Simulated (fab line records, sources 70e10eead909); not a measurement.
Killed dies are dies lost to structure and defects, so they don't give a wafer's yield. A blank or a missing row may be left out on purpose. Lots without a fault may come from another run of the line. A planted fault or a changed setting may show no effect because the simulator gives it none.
Chamber matching | flow nand_harc | NHARC_THIN_TSV_DESCUM_35 on rie_diel-13: 4 sister chambers
The step chemistry O2, time 3 s. 14 wafers are shown with their chamber, then 7 later ones without.

WAFERS WITH THEIR CHAMBER
wafer  | chamber | drypump_motor_current_A (A) | rf_vpp_V (V) | oes_product_au (a.u.)
L503.4 | 3       | 5.3                         | 59.4         | 0.989
L503.5 | 1       | 5.7                         | 58.1         | 0.982
L503.6 | 2       | 5.1                         | 58.2         | 0.991
L507.2 | 2       | 5.2                         | 57.6         | 0.992
L507.4 | 3       | 5.3                         | 58.2         | 0.995
L507.6 | 2       | 5.1                         | 58.8         | 0.997
L505.1 | 2       | 5.1                         | 57.1         | 1.000
L505.3 | 1       | 5.7                         | 57.2         | 0.997
L505.5 | 3       | 5.3                         | 58.9         | 0.987
L509.1 | 0       | 6.4                         | 58.3         | 0.987
L509.2 | 2       | 5.2                         | 58.6         | 0.995
L509.4 | 1       | 5.8                         | 56.9         | 0.996
L521.4 | 3       | 5.3                         | 58.7         | 0.990
L521.5 | 0       | 6.4                         | 56.9         | 0.997

SIGNATURES (means of the wafers above)
reading                 | chamber 0 | chamber 1 | chamber 2 | chamber 3 | scatter within a chamber
drypump_motor_current_A | 6.400     | 5.733     | 5.140     | 5.300     | 0.0432
rf_vpp_V                | 57.600    | 57.400    | 58.060    | 58.800    | 0.67
oes_product_au          | 0.99200   | 0.99167   | 0.99500   | 0.99025   | 0.00529
Rule: a wafer's distance from a chamber is the root of the sum, over the readings, of the square of ((its reading less the chamber's mean) divided by the reading's scatter). The wafer belongs to the nearest chamber; if the next one is less than 2 further off, it can't be placed. The scatter: the root of (the sum of the squares of (reading less its chamber's mean) over the shown wafers, divided by (wafers less chambers)).

WAFERS WITHOUT THEIR CHAMBER
wafer  | drypump_motor_current_A (A) | rf_vpp_V (V) | oes_product_au (a.u.)
L521.6 | 5.8                         | 57.1         | 0.987
L524.1 | 5.2                         | 54.8         | 0.995
L524.2 | 5.3                         | 58.2         | 1.000
L524.6 | 5.3                         | 58.2         | 0.998
L523.1 | 5.3                         | 56.7         | 1.000
L523.2 | 6.4                         | 56.7         | 1.010
L523.6 | 5.3                         | 58.1         | 0.996

WHICH CHAMBER EACH WENT THROUGH
wafer  | from the rows above     | in truth
L521.6 | 1                       | 1
L524.1 | can't be placed: 2 or 3 | 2
L524.2 | can't be placed: 3 or 2 | 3
L524.6 | 3                       | 3
L523.1 | can't be placed: 3 or 2 | 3
L523.2 | 0                       | 0
L523.6 | 3                       | 3
Placed correctly: 4 of 7. Can't be placed from these rows: 3 (the true chamber is among the candidates in 3). Placed wrongly: 0.
